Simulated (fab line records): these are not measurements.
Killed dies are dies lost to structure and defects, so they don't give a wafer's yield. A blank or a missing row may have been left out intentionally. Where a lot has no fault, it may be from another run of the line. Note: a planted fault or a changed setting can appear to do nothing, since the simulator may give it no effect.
A struck lot beside a sound one || flow n5 finfet || 18 steps out of a route of 1938
Sound: the wafers L334.2, L334.3, L334.5. Struck: wafer L340.1 (left out: L340.4, L340.6 of the same lot, which were not struck); the cause appears at the end.
Order at every step that has rows: each side's tool, ch and its chambers, its first start. Under that, the readings that differ: sound wafers || struck wafers || difference of the means || sigmas: that difference in standard deviations of wafers without a fault.
alike: words and numbers the same on both sides, and readings whose means are apart by under 2 such deviations; not compared: readings that were withheld, readings missing a value for some wafer, numbers with overlapping values and no deviation given by the record, and bounds like >300 which may hide the same value.
The two part at a step that has a row with sigmas, a row that says differs or no value, or rows on one side only. When numbers do not overlap yet have no deviation, they are printed without sigmas and do not part them. A reading that every wafer of one side lacks parts them only if that side has two wafers or more.

first, 7 steps without rows for these wafers: N5_BEOL_M6_COAT_60 (time 60 s, resist thk 35 nm); N5_BEOL_M6_COAT_05 (resist thk 90 nm); N5_BEOL_M6_EBR_07; N5_BEOL_M6_SOFTBAKE_06 (time 60 s); N5_BEOL_M6_EXPOSE_08 (exposes mask M6); N5_BEOL_M6_PEB_09 (peb time 60 s); N5_BEOL_M6_DEVELOP_10 (develop time 30 s).
N5_BEOL_M6_CD_MEAS_11: target cd 38.5 nm.
  sound on cd sem-01 ch 0, day 14 09:33; struck on cd sem-02 ch 0, day 17 19:09
  alike: cd nm
N5_BEOL_M6_OVL_MEAS_12:
  sound on overlay-01 ch 0, day 14 09:34; struck on overlay-02 ch 0, day 17 19:11
  alike: M6_OVL
N5_BEOL_M6_INSPECT_13: inspects for defects (brightfield).
  struck on defect inspect-02, day 17 19:13; sound on defect inspect-02, day 14 09:36
  alike: raw defect count
N5_BEOL_M6_DESCUM_16: chemistry O2, time 7.9 s.
  sound on rie diel-02 ch 1,2, day 14 09:38; struck on rie diel-06 ch 0, day 17 19:50
{"reading": "drypump motor current A (A)", "sound": "6.2 5.7 6.2", "struck": 5.0, "difference": -1.0, "sigmas": -3}
  alike: oes product au, rf vpp V, showerhead plenum p Torr, throttle valve pct
  not compared: rf hours counter h
N5_BEOL_M6_ETCH_61: etches SiARC in CF4, target depth 45.5 nm, time 75.8 s.
  sound on rie diel-02 ch 1,2, day 14 09:40; struck on rie diel-06 ch 0, day 17 19:52
{"reading": "drypump motor current A (A)", "sound": "6.1 5.7 6.1", "struck": 5.0, "difference": -1.0, "sigmas": -2}
{"reading": "etch rf on time s (s)", "sound": "80.8 75.0 81.1", "struck": 73.7, "difference": -5.3, "sigmas": -2}
  alike: oes product au, rf vpp V, showerhead plenum p Torr, throttle valve pct
  not compared: rf hours counter h
N5_BEOL_M6_ETCH_62: etches SOC in N2/H2, target depth 110 nm, overetch 22 nm, time 165 s.
  sound on rie diel-02 ch 1,2, day 14 09:43; struck on rie diel-06 ch 0, day 17 19:55
{"reading": "drypump motor current A (A)", "sound": "6.2 5.7 6.2", "struck": 5.0, "difference": -1.0, "sigmas": -3}
{"reading": "model.SiARC_of_BEOL_M6_COAT_60.thk nm (nm)", "sound": "28.6 28.2 28.6", "struck": 27, "difference": -1, "sigmas": ""}
  alike: h2 flow sccm, oes product au, rf vpp V, showerhead plenum p Torr, throttle valve pct
  not compared: rf hours counter h
then, 1 step without rows for these wafers: N5_BEOL_M6_STRIP_68 (strips in N2/H2).
N5_BEOL_M6_STRIP_67: strips in CF4.
  sound on rie diel-02 ch 1,2, day 14 09:52; struck on rie diel-06 ch 0, day 17 20:04
{"reading": "drypump motor current A (A)", "sound": "6.1 5.7 6.2", "struck": 5.0, "difference": -1.0, "sigmas": -3}
  alike: oes product au, rf vpp V, showerhead plenum p Torr, throttle valve pct
  not compared: rf hours counter h
N5_BEOL_M6_HM_OPEN_17: chemistry Cl2/BCl3, target TiN, target depth 20 nm, overetch 6 nm.
  sound on rie metal-01 ch 1, day 14 09:56; struck on rie metal-01 ch 1, day 17 20:07
{"reading": "rf hours counter h (h)", "sound": "- - -", "struck": 55, "difference": "no value on the sound wafers", "sigmas": ""}
{"reading": "model.etch.depth nm (nm)", "sound": "19.6 19.58 19.52", "struck": 17.11, "difference": -2.46, "sigmas": ""}
  alike: drypump motor current A, mfc cl2 sccm, oes product au, throttle valve pct
N5_BEOL_M6_STRIP_19: strips in O2.
  sound on rie diel-03 ch 0,2,3, day 14 10:07; struck on rie diel-03 ch 0, day 17 20:13
  alike: drypump motor current A, oes product au, rf vpp V, showerhead plenum p Torr, throttle valve pct
  not compared: rf hours counter h
next, for these wafers, 1 step has no rows: N5_PASSIVATION_PROBE_49.

== WHERE THEY PART ==
Last at N5_BEOL_M6_HM_OPEN_17 as far as this record goes, first at N5_BEOL_M6_DESCUM_16. Later steps at which nothing parts them and some readings are alike: N5_BEOL_M6_STRIP_19.

WHY: whatever the simulator had introduced
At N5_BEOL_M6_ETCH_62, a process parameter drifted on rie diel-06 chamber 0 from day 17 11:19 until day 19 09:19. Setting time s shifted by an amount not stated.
